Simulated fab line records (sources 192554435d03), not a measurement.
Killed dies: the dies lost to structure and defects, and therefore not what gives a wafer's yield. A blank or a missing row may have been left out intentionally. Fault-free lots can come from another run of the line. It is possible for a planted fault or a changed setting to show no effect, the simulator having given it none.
fab line records    flow n5_finfet
record: lots: 5  wafers: 15  last_day: 17
route steps=1938 shown HKMG_FIN@458 GATE_CUT@465 BEOL_M4@1111 PASSIVATION@1936
lots that met no fault: from a run of the same line without faults
start_h: the number of hours between the record's first day and the start of the first shown wafer of the lot    wait_h: hours elapsed since this lot's preceding step    " as in the row above    L1.1+2: several wafers, shown together as one row    - no value present, or no start provided    * or withheld: withheld    < > ~ a bound
route shown NAME@n: names a module that has steps shown in the file, with the first one's number in the route    usual: the fault-free wafers' mean and standard deviation    same: alike in all rows    chamber/n: place in a boat    sites: readings site by site    _std_site: their standard deviation    _edge_site: the outer-site mean with the inner-site mean subtracted    radius_mm: for every site, how far away it sits from the centre of the wafer    mask NAME#n: copy n    behind: tool/chamber where the wafer was last shaped    hold: why the lot was held/for how many hours/how that ended    device: whichever transistor did not switch (one of n, p or np)    end of line: tests run on the same wafers once the route is complete    a step without rows: its recipe alone    killed: the dies lost at the first sort to structure and to defects; this is not the yield of the wafer    map: a wafer's dies, x killed, . not, _ none there
set.NAME: setting as actually run; set.NAME@STEP: the setting as run at that earlier step    model.NAME: the simulator's own value behind a step, which no gauge read
lots at selected steps of the route; one table per step, one row per wafer
services: the hour from which a tool's chamber was out of use, counted from the record's first day as start_h (under 0 if before that day), plus the number of hours and why
== steps ==
step: N5_HKMG_FIN_W_FILL_22
recipe: material: W  target_thk_a: 600  temp_c: 400  pressure_torr: 39.4  time_s: 18.2
step: N5_HKMG_FIN_PRECLEAN_83
recipe: chemistry: DIW  time_s: 57.5  temp_c: 23
step: N5_HKMG_FIN_SRD_84
recipe: dry_time_s: 32  dry: n2_spin  spin_rpm: 1500
step: N5_HKMG_FIN_CMP_23
recipe: stop_on: SiNx  t_overpolish_s: 10  post_cmp_clean: rinse_only  down_force_psi: 4  platen_rpm: 50.289  pad_velocity_m_s: 1.0006  target_thk_nm: 46.326
step: N5_HKMG_FIN_CMP_94
recipe: stop_on: SiNx  post_cmp_clean: w_dilute_nh4oh  t_overpolish_s: 4.7  down_force_psi: 4  platen_rpm: 50.289  pad_velocity_m_s: 1.0006  target_thk_nm: 43.299
step: N5_GATE_CUT_ETCHBACK_00
recipe: chemistry: SF6/Cl2  target: W  pressure_mtorr: 8  icp_w: 900  bias_w: 80  SF6_flow_sccm: 40  Cl2_flow_sccm: 60
step: N5_GATE_CUT_ETCH_56
recipe: chemistry: Cl2/Ar  target: TiN  target_depth_a: 216  pressure_mtorr: 10  icp_w: 600  bias_w: 60  Cl2_flow_sccm: 40  Ar_flow_sccm: 60
step: N5_GATE_CUT_ETCHBACK_30
recipe: chemistry: Cl2/Ar  target: TiN  target_depth_a: 30  mode: isotropic  pressure_mtorr: 10  icp_w: 600  bias_w: 60  Cl2_flow_sccm: 40  Ar_flow_sccm: 60
step: N5_GATE_CUT_VAPOR_ETCH_60
recipe: chemistry: BCl3/Cl2  target: HfO2  mode: isotropic
step: N5_GATE_CUT_ETCH_58
recipe: chemistry: CH3F/O2  target: SiNx  target_depth_a: 170  time_s: 128.6  ion_energy_ev: 50  pressure_mtorr: 30  source_w: 415  bias_w: 21  Ar_flow_sccm: 150  CH3F_flow_sccm: 30  O2_flow_sccm: 20
step: N5_GATE_CUT_STRIP_59
recipe: chemistry: N2/H2  time_s: 20  power_w: 100  temp_c: 40  pressure_mtorr: 100  rf_frequency_hz: 6e+07  bias_power_w: 3  n2_flow_sccm: 300  h2_flow_sccm: 300
usual: bias_power_w: 3.001/0.0084  chamber_pressure_mTorr: 99.99/0.15  drypump_motor_current_A: 5.9/0.52  n2_flow_sccm: 299.9/0.79  oes_product_au: 0.77/0.079  rf_vpp_V: 45.5/0.94  showerhead_plenum_p_Torr: 3.43/0.083  throttle_valve_pct: 12.20/0.22
lot.wafer  tool         chamber  start_h  wait_h  bias_power_w  chamber_pressure_mTorr  drypump_motor_current_A  n2_flow_sccm  oes_product_au  rf_hours_counter_h  rf_vpp_V  showerhead_plenum_p_Torr  throttle_valve_pct
L253.1     rie_diel-03  0        116.44   0.1     -             -                       -                        -             -               -                   -         -                         -
L253.4     "            3        "        "       -             -                       -                        -             -               -                   -         -                         -
L253.5     "            0        "        "       -             -                       -                        -             -               -                   -         -                         -
L254.1     rie_diel-01  0        121.47   0.1     -             -                       -                        -             -               -                   -         -                         -
L254.5     "            2        "        "       -             -                       -                        -             -               -                   -         -                         -
L254.6     "            3        "        "       -             -                       -                        -             -               -                   -         -                         -
L255.2     rie_diel-01  0        128.86   0.1     -             -                       -                        -             -               -                   -         -                         -
L255.3     "            1        "        "       -             -                       -                        -             -               -                   -         -                         -
L255.6     "            2        "        "       -             -                       -                        -             -               -                   -         -                         -
L264.1     rie_diel-03  3        182.61   0.1     3.002         100.02                  5.9                      299.2         0.72            179                 45.3      3.50                      12.46
L264.2     "            0        "        "       3.004         100.06                  6.8                      299.3         0.77            120                 44.8      3.40                      12.31
L264.6     "            1        "        "       2.997         99.85                   6.1                      300.4         0.76            -                   44.5      3.51                      12.31
L270.3     rie_diel-02  2        221.11   0.1     3.010         100.00                  6.5                      299.2         0.70            218                 43.5      3.37                      12.55
L270.4     "            3        "        "       3.005         99.99                   5.6                      299.3         0.93            15                  45.3      3.60                      11.78
L270.6     "            0        "        "       3.021         99.96                   5.1                      299.1         0.69            -                   45.7      3.44                      12.35
step: N5_GATE_CUT_PRECLEAN_31
recipe: temp_c: 23  chemistry: DIW  time_s: 300
step: N5_GATE_CUT_SRD_32
recipe: time_s: 30  temp_c: 23  rinse_liquid: diw  dry: ipa_marangoni
step: N5_GATE_CUT_SAC_CAP_01
recipe: material: SiNx  target_thk_a: 240  temp_c: 400  ald_precursor_family: SiH2I2  ald_co_reactant: N2/H2-plasma  pulse_time_s: 1  ald_cycles: 480  purge_time_s: 2  co_reactant_purge_time_s: 2  pressure_torr: 2
step: N5_GATE_CUT_PECVD_57
recipe: material: SiNx  target_thk_a: 210  temp_c: 400  precursor: SiH4/NH3/N2  pressure_torr: 1.5  rf_w: 300
step: N5_GATE_CUT_CMP_02
recipe: stop_on: SiO2  t_overpolish_s: 12.7  post_cmp_clean: alkaline_brush  down_force_psi: 2.5  platen_rpm: 51.8  pad_velocity_m_s: 1.0307  target_thk_nm: 0
step: N5_GATE_CUT_HM_DEP_46
recipe: material: SiO2  target_thk_a: 1300  temp_c: 400  precursor: TEOS/O2  pressure_torr: 6.5  rf_w: 900  teos_flow_sccm: 161.4  gas: O2  flow_sccm: 2650  time_s: 26.6
step: N5_GATE_CUT_COAT_34
recipe: resist: SOC  temp_c: 250  time_s: 60  spin_rpm: 1500  resist_thk_nm: 60
step: N5_GATE_CUT_COAT_35
recipe: resist: SiARC  temp_c: 220  time_s: 60  spin_rpm: 1500  resist_thk_nm: 10
step: N5_GATE_CUT_COAT_27
recipe: resist: underlayer  temp_c: 205  time_s: 60  spin_rpm: 1500  resist_thk_nm: 10
step: N5_GATE_CUT_COAT_07
recipe: resist: CAR-EUV  spin_rpm: 1500  resist_thk_nm: 30
step: N5_GATE_CUT_EBR_09
recipe: solvent: PGMEA  ebr_width_mm: 1.5
step: N5_GATE_CUT_SOFTBAKE_08
recipe: temp_c: 110  time_s: 60  resist: CAR-EUV
step: N5_GATE_CUT_EXPOSE_10
recipe: mask_id: GATE_CUT  na: 0.33  source_shape: annular  sigma_inner: 0.35  sigma_outer: 0.8  polarization: unpolarized  target_cd_nm: 20  dose_mj: 43.25
step: N5_GATE_CUT_PEB_11
recipe: peb_temp_c: 100  peb_time_s: 60  resist: CAR-EUV
step: N5_GATE_CUT_DEVELOP_12
recipe: develop_time_s: 30  developer: TMAH  resist: CAR-EUV  rinse_liquid: surfactant_rinse  dry: air_spin  dev_temp_c: 23
step: N5_GATE_CUT_DESCUM_18
recipe: chemistry: O2  time_s: 7  source_power_w: 50  bias_power_w: 20  pressure_mtorr: 20  rf_frequency_hz: 2.712e+07  temp_c: 40  resist: CAR-EUV  o2_flow_sccm: 225
step: N5_GATE_CUT_ETCH_28
recipe: chemistry: N2/H2  target: underlayer  target_depth_a: 130  mask_material: CAR-EUV  time_s: 10.4  ion_energy_ev: 200  pressure_mtorr: 30  source_w: 840  bias_w: 150  n2_flow_sccm: 200  h2_flow_sccm: 200  ends: cleared
step: N5_GATE_CUT_ETCH_36
recipe: chemistry: CF4  target: SiARC  target_depth_a: 130  mask_material: CAR-EUV  time_s: 21.7  ion_energy_ev: 80  pressure_mtorr: 40  source_w: 545  bias_w: 36  Ar_flow_sccm: 100  cf4_flow_sccm: 100  ends: cleared
step: N5_GATE_CUT_ETCH_37
recipe: chemistry: N2/H2  target: SOC  target_depth_a: 600  overetch_a: 120  mask_material: SiARC  temp_c: 40  time_s: 90  ion_energy_ev: 200  pressure_mtorr: 30  source_w: 840  bias_w: 150  n2_flow_sccm: 200  h2_flow_sccm: 200
step: N5_GATE_CUT_STRIP_38
recipe: chemistry: N2/H2  temp_c: 40  n2_flow_sccm: 200  h2_flow_sccm: 200  rf_frequency_hz: 6e+07
step: N5_GATE_CUT_STRIP_39
recipe: chemistry: N2/H2  temp_c: 40  n2_flow_sccm: 200  h2_flow_sccm: 200  rf_frequency_hz: 6e+07
step: N5_GATE_CUT_HM_OPEN_40
recipe: chemistry: C4F6/O2  target: SiO2  mask_material: SiARC  target_depth_a: 1390  time_s: 85.1  ion_energy_ev: 250  pressure_mtorr: 30  source_w: 345  bias_w: 185  Ar_flow_sccm: 300  C4F6_flow_sccm: 10  O2_flow_sccm: 10  ends: cleared
step: N5_GATE_CUT_STRIP_41
recipe: chemistry: CF4  resist: SiARC  power_w: 300  bias_power_w: 75  pressure_mtorr: 50  cf4_flow_sccm: 150  rf_frequency_hz: 6e+07
step: N5_GATE_CUT_STRIP_42
recipe: chemistry: O2  power_w: 400  temp_c: 40  pressure_mtorr: 30  rf_frequency_hz: 6e+07  bias_power_w: 0  overash_fraction: 0.3  o2_flow_sccm: 225
step: N5_GATE_CUT_ETCH_19
recipe: chemistry: CH3F/O2  target: SiNx  mask_material: SiO2  target_depth_a: 537  time_s: 76.7  pressure_mtorr: 30  source_w: 395  bias_w: 73  Ar_flow_sccm: 150  CH3F_flow_sccm: 30  O2_flow_sccm: 20  ion_energy_ev: 120  ends: cleared
step: N5_BEOL_M4_RC_MEAS_101
usual: DIBL_N: 36.2/1.7  DIBL_P: 36.6/1.9  IOFF_N: 0.16/0.032  IOFF_P: 0.21/0.037  ION_N: 675/12  ION_P: 460/8.1  SS_N: 71.4/0.58  SS_P: 73.4/0.64  VT_N: 249/3.2  VT_P: -252/3.4
lot.wafer  tool       chamber  start_h  wait_h  DIBL_N[mV/V]  DIBL_P[mV/V]  IOFF_N[nA/um]  IOFF_P[nA/um]  ION_N[uA/um]  ION_P[uA/um]  SS_N[mV/dec]  SS_P[mV/dec]  VT_N[mV]  VT_P[mV]
L253.1     prober-02  0        200.09   0.0     35.7          35.5          0.16           0.20           666           455           71.5          73.1          248       -252
L253.4     "          0        "        "       35.9          37.0          0.17           0.23           678           467           71.0          73.7          245       -251
L253.5     "          0        "        "       35.9          36.4          0.17           0.22           692           470           71.6          73.3          246       -251
L255.2     prober-01  0        203.26   0.2     39.7          40.2          0.27           0.32           696           474           72.4          75.4          243       -244
L255.3     "          0        "        "       37.5          36.5          0.21           0.23           685           465           71.5          73.7          245       -251
L255.6     "          0        "        "       38.0          38.5          0.23           0.28           685           469           71.1          74.2          241       -242
L254.1     prober-02  0        203.41   0.0     37.6          40.9          0.19           0.25           684           463           72.0          74.5          245       -250
L254.5     "          0        "        "       34.9          36.2          0.13           0.17           662           452           71.2          73.4          254       -254
L254.6     "          0        "        "       39.3          41.3          0.21           0.25           681           456           71.8          74.5          247       -249
L264.1     prober-02  0        263.78   0.0     35.0          36.4          0.14           0.19           678           462           71.9          73.1          252       -253
L264.2     "          0        "        "       36.7          37.1          0.16           0.20           683           464           71.8          73.5          247       -254
L264.6     "          0        "        "       35.1          35.6          0.14           0.17           674           461           71.2          72.6          250       -254
L270.3     prober-02  0        297.06   0.3     36.4          34.8          0.15           0.19           673           466           70.6          72.9          248       -252
L270.4     "          0        "        "       38.6          37.5          0.19           0.24           688           468           71.2          73.2          247       -250
L270.6     "          0        "        "       36.1          33.7          0.14           0.18           656           456           70.8          72.0          253       -254
step: N5_PASSIVATION_PROBE_49
usual: defect_limited_yield: 91.3/1.5  killed_at_M0_to_M3: 35/10  killed_at_M4_up: 12/4.6  killed_at_contacts: 13/6.6  killed_at_front_end: 39/11  killed_at_other: 4/3.4  killed_dies: 103/17  killed_open: 67/13  killed_short: 35/8.2  sort_bin_5_function: 5.1/0.94  sort_bin_6_memory: 3.2/0.7  sort_n_pass: 1077/17  sort_yield_pct: 91.3/1.5
same: gross_dies: 1180  killed_at_back_side: 0  sort_bin_4_leakage[%]: 0  sort_bin_8_speed[%]: 0
lot.wafer  tool       chamber  start_h  wait_h  defect_limited_yield[%]  killed_at_M0_to_M3  killed_at_M4_up  killed_at_contacts  killed_at_front_end  killed_at_other  killed_dies  killed_open  killed_short  sort_bin_5_function[%]  sort_bin_6_memory[%]  sort_n_pass  sort_yield_pct[%]
L254.1     prober-01  -        298.48   0.0     85.8                     32                  6                5                   123                  2                168          96           71            8.3                     5.3                   1012         85.8
L254.5     prober-01  -        298.68   0.2     85.4                     31                  10               12                  112                  7                172          95           77            9.1                     4.7                   1008         85.4
L254.6     prober-01  -        298.73   0.3     86.1                     38                  4                8                   112                  2                164          107          56            8.1                     5.2                   1016         86.1
L253.1     prober-01  -        303.15   0.0     83.3                     42                  11               35                  103                  6                197          124          73            9.3                     6.7                   983          83.3
L253.4     prober-01  -        303.30   0.2     87.1                     45                  10               13                  83                   1                152          93           59            7.1                     5.1                   1028         87.1
L253.5     prober-01  -        303.35   0.2     84.0                     36                  12               11                  129                  1                189          104          79            8.9                     5.6                   991          84.0
L255.2     prober-01  -        310.35   0.1     84.7                     32                  14               15                  118                  2                181          98           83            10.1                    4.7                   999          84.7
L255.3     prober-01  -        310.40   0.1     83.3                     44                  11               14                  126                  2                197          111          81            9.8                     6.3                   983          83.3
L255.6     prober-01  -        310.55   0.3     85.6                     36                  13               19                  99                   3                170          107          63            9.0                     4.9                   1010         85.6
killed by level:class
L254.1 GATE_CUT:geometric_particle:short=41 GATE_CUT:geometric_particle:open=37 STI_FIN_REVEAL:geometric_particle:open=13 BEOL_M1:geometric_particle:open=9 FIN_SAQP:geometric_particle:open=7 BEOL_M0_SAQP:geometric_particle:short=6 STI_FIN_REVEAL:geometric_particle:short=5 FIN_SAQP:geometric_particle:short=4
L254.5 GATE_CUT:geometric_particle:short=44 GATE_CUT:geometric_particle:open=39 MOL_CONTACT_COAG:geometric_particle:open=10 BEOL_M3:geometric_particle:open=9 FIN_SAQP:geometric_particle:short=7 FIN_SAQP:geometric_particle:open=6 BEOL_M1:geometric_particle:short=5 BEOL_M2:geometric_particle:open=5
L254.6 GATE_CUT:geometric_particle:open=47 GATE_CUT:geometric_particle:short=31 STI_FIN_REVEAL:geometric_particle:open=14 BEOL_M1:geometric_particle:open=12 BEOL_M0_SAQP:geometric_particle:open=7 FIN_SAQP:geometric_particle:short=6 BEOL_M0_SAQP:geometric_particle:short=6 MOL_CONTACT_COAG:geometric_particle:open=6
L253.1 GATE_CUT:geometric_particle:open=36 GATE_CUT:geometric_particle:short=34 MOL_CONTACT_COAG:geometric_particle:open=27 BEOL_M1:geometric_particle:open=10 FIN_SAQP:geometric_particle:open=8 MOL_CONTACT_COAG:geometric_particle:short=8 STI_FIN_REVEAL:geometric_particle:open=7 BEOL_M0_SAQP:geometric_particle:short=6
L253.4 GATE_CUT:geometric_particle:open=37 GATE_CUT:geometric_particle:short=32 BEOL_M2:geometric_particle:open=12 MOL_CONTACT_COAG:geometric_particle:open=9 BEOL_M1:geometric_particle:open=8 BEOL_M0:geometric_particle:open=6 BEOL_M2:geometric_particle:short=4 MOL_CONTACT_COAG:geometric_particle:short=4
L253.5 GATE_CUT:geometric_particle:short=43 GATE_CUT:geometric_particle:open=38 FIN_SAQP:geometric_particle:open=11 FIN_SAQP:geometric_particle:short=10 STI_FIN_REVEAL:geometric_particle:open=7 MOL_CONTACT_COAG:geometric_particle:open=7 BEOL_M1:geometric_particle:open=7 BEOL_M3:geometric_particle:open=7
L255.2 GATE_CUT:geometric_particle:short=44 GATE_CUT:geometric_particle:open=39 MOL_CONTACT_COAG:geometric_particle:open=11 BEOL_M0_SAQP:geometric_particle:short=9 FIN_SAQP:geometric_particle:open=8 FIN_SAQP:geometric_particle:short=7 STI_FIN_REVEAL:geometric_particle:open=6 BEOL_M0_SAQP:geometric_particle:open=6
L255.3 GATE_CUT:geometric_particle:short=53 GATE_CUT:geometric_particle:open=30 BEOL_M2:geometric_particle:open=17 MOL_CONTACT_COAG:geometric_particle:open=12 FIN_SAQP:geometric_particle:short=9 BEOL_M3:geometric_particle:open=8 FIN_SAQP:geometric_particle:open=7 STI_FIN_REVEAL:geometric_particle:open=7
L255.6 GATE_CUT:geometric_particle:short=36 GATE_CUT:geometric_particle:open=30 MOL_CONTACT_COAG:geometric_particle:open=16 BEOL_M4:geometric_particle:open=10 BEOL_M2:geometric_particle:open=10 FIN_SAQP:geometric_particle:open=8 STI_FIN_REVEAL:geometric_particle:open=8 FIN_SAQP:geometric_particle:short=6
map L253.1 (x killed, . not)
_________________x...........________________
______________........x..x.x...._____________
___________....x....x...xx.......xx__________
__________.....x..xx.......x.......x_________
________..............xx.............._______
_______........x.....x....x.........x..______
______...........x.x...................._____
_____..xx........x..x...x..........x..x.x____
____x..x...xxxx..x....xx.x................___
___....xxx.x...............x..x....x....x..__
___.........x.......x..............x.x.....__
__x.......x...........x.........x..xxx.x...x_
__........x...x..x...........x..........xxx._
_.......xxx.......x..x..x.xx.x.x.............
_.xx............x...x.x.x..........x.xx.x....
_.xx.x.x................xxx....x.........x...
_.........x...x.......xx.x........x...xx.....
_............xx..........x....x..............
_.....x..........xx....x...xx.....x......x..x
_..xx.........x..xx.......x......x...........
_...x..x..x......x...........x..x..x.x.......
__x..x..x..x........x.....x................._
__...........................x....x.x.x....x_
___........x.......x.............x...x.xx..__
___.....x...x..xx.........x.x...x......x...__
____x......x...x..............x.....xx....___
_____.x..............xxx.x..x.......xxx..____
______...x.......xx.................x..._____
_______...x..x.........x.xx.xx......xx.______
________.x.x.x.x.x...................._______
__________................x.....xx.._________
___________........................__________
______________..x..............._____________
_________________.x..........________________
map L254.5 (x killed, . not)
_________________............________________
______________..........xx......_____________
___________..x.x...........x.x.....__________
__________.............x............_________
________...x.xx............x..x...x..._______
_______................xx........x.x.xx______
______....x.....x...x.......x.........x._____
_____...........xx.............x.........____
____..x............x.....x......x......x..___
___.xxxx....x.x.x..........................__
___x....x.....x.....x....x........xx.....x.__
__....x..x...xxx..x........................._
__......x.......x..........................._
_..x.......................x........x..x.....
_........x..x......x......x............x.x...
_.x.x............x........x....x....x...xx...
_.x.x.x..xx........xx..x.................x...
_...x....x.....x.x.....x.....................
_......xx...x.......................x.x....x.
_...xx.x.......x......x......x.x..x..........
_x....xx.........x....x............x.........
__.xxx..x.x......x..xx....x....x.x.........._
__...............xxx.x.............x..x...x._
___x..x...x.x.....x.......xx..........x..x.__
___...............x.........x..............__
____.x.....x..........x.......x......x....___
_____...x....xx.............x...x.......x____
______...............x.................._____
_______..x......x.x.........x......x.x.______
________.....x.x....x.x..............x_______
__________.x..x.................x..._________
___________.x.x.......x.......x....__________
______________.x.....xxxx......._____________
_________________........x...________________
== services ==
tool         chamber  start_h  hours  kind
rie_diel-01  -        94.95    0.5    repair
rie_diel-02  -        105.28   14.6   pm
rie_diel-03  2        116.00   -      clean
rie_diel-03  2        116.00   -      consumable_replace:focus_ring
rie_diel-03  2        116.00   23.7   scheduled_down
rie_diel-03  2        116.00   23.7   vent_cycle
rie_diel-02  3        147.89   -      clean
rie_diel-02  3        147.89   -      consumable_replace:esc
rie_diel-02  3        147.89   -      consumable_replace:focus_ring
rie_diel-02  3        147.89   -      consumable_replace:showerhead
rie_diel-02  3        147.89   19.6   scheduled_down
rie_diel-02  3        147.89   19.6   vent_cycle
rie_diel-03  -        172.67   0.3    repair
rie_diel-03  1        193.13   8.5    repair
== key ==
first_sign: step: N5_GATE_CUT_STRIP_59  reading: tool_record  direction: missing
effect: step: N5_PASSIVATION_PROBE_49  reading: killed_at_front_end  direction: up  sigmas: 6.3  usual: 39  struck: 112
more_kills_born_at: N5_GATE_CUT_STRIP_59@rie_diel-01: 448  N5_GATE_CUT_STRIP_59@rie_diel-03: 189
met_at N5_GATE_CUT_STRIP_59
struck_wafers L253.1,L253.4,L253.5,L254.1,L254.5,L254.6,L255.2,L255.3,L255.6
fault: kind: skipped_step_whole  tool: rie_diel-01,rie_diel-03  chamber: -  onset_h: 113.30  steps: N5_GATE_CUT_STRIP_59  scope: struck_lots_only
